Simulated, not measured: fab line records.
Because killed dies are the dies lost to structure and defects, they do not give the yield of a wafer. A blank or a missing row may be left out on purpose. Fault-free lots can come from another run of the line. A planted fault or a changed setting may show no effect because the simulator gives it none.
Matching of chambers	flow n5 finfet	cmp-04 running N5_DUMMY_GATE_CMP_04: 4 sister chambers
The step polishes a-Si. 20 wafers are shown with their chamber, then 10 later ones without.

EACH WAFER AND ITS CHAMBER
wafer	chamber	motor current A (A)	time to endpoint s (s)
L074.1	3	10.4	16.6
L074.2	2	9.4	15.4
L074.6	0	9.4	14.5
L085.1	1	9.9	10.2
L085.5	1	10.1	13.4
L085.6	2	9.5	11.2
L086.1	2	9.8	15.8
L086.2	0	9.8	11.5
L086.3	3	10.2	14.9
L087.1	0	9.8	12.4
L087.3	2	9.3	11.7
L087.5	3	10.5	13.2
L088.2	3	9.9	11.1
L088.3	1	10.5	11.4
L088.5	0	10.1	9.7
L088.1	0	10.0	10.9
L088.4	2	9.6	12.1
L088.6	3	10.3	11.2
L092.1	2	9.7	13.0
L092.4	3	10.6	14.2

SIGNATURES (averages over the wafers above)
reading	chamber 0	chamber 1	chamber 2	chamber 3	scatter within a chamber
motor current A	9.820	10.167	9.550	10.317	0.245
time to endpoint s	11.800	11.667	13.200	13.533	1.94
Rule: for a wafer and a chamber, the distance is found by dividing, reading by reading, the gap between the wafer's reading and the chamber's mean by the reading's scatter, squaring, summing and taking the root. The wafer belongs to the nearest chamber; if the next one is less than 2 further off, it can't be placed. The scatter is the square root of a quotient: the sum, over the shown wafers, of each reading's squared deviation from its chamber's mean, divided by wafers minus chambers.

WAFERS WITHOUT THEIR CHAMBER
wafer	motor current A (A)	time to endpoint s (s)
L092.6	10.1	13.5
L092.2	10.1	14.0
L092.3	10.2	14.7
L092.5	10.0	16.0
L094.2	11.0	12.0
L094.3	10.1	12.1
L094.5	10.4	11.8
L095.3	9.5	11.5
L095.4	10.1	10.7
L095.5	10.2	10.9

CHAMBER TAKEN BY EACH
wafer	from the rows above	in truth
L092.6	can't be placed: 3 or 1 or 0 or 2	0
L092.2	can't be placed: 3 or 1 or 0 or 2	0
L092.3	can't be placed: 3 or 1 or 0 or 2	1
L092.5	can't be placed: 3 or 0 or 1 or 2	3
L094.2	can't be placed: 3 or 1 or 0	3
L094.3	can't be placed: 1 or 3 or 0 or 2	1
L094.5	can't be placed: 3 or 1 or 0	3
L095.3	can't be placed: 2 or 0 or 1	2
L095.4	can't be placed: 1 or 0 or 3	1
L095.5	can't be placed: 1 or 3 or 0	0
Correctly placed: 0 of 10. Unplaceable from these rows: 10, with the true chamber sitting among the candidates in 10. Wrongly placed: 0.
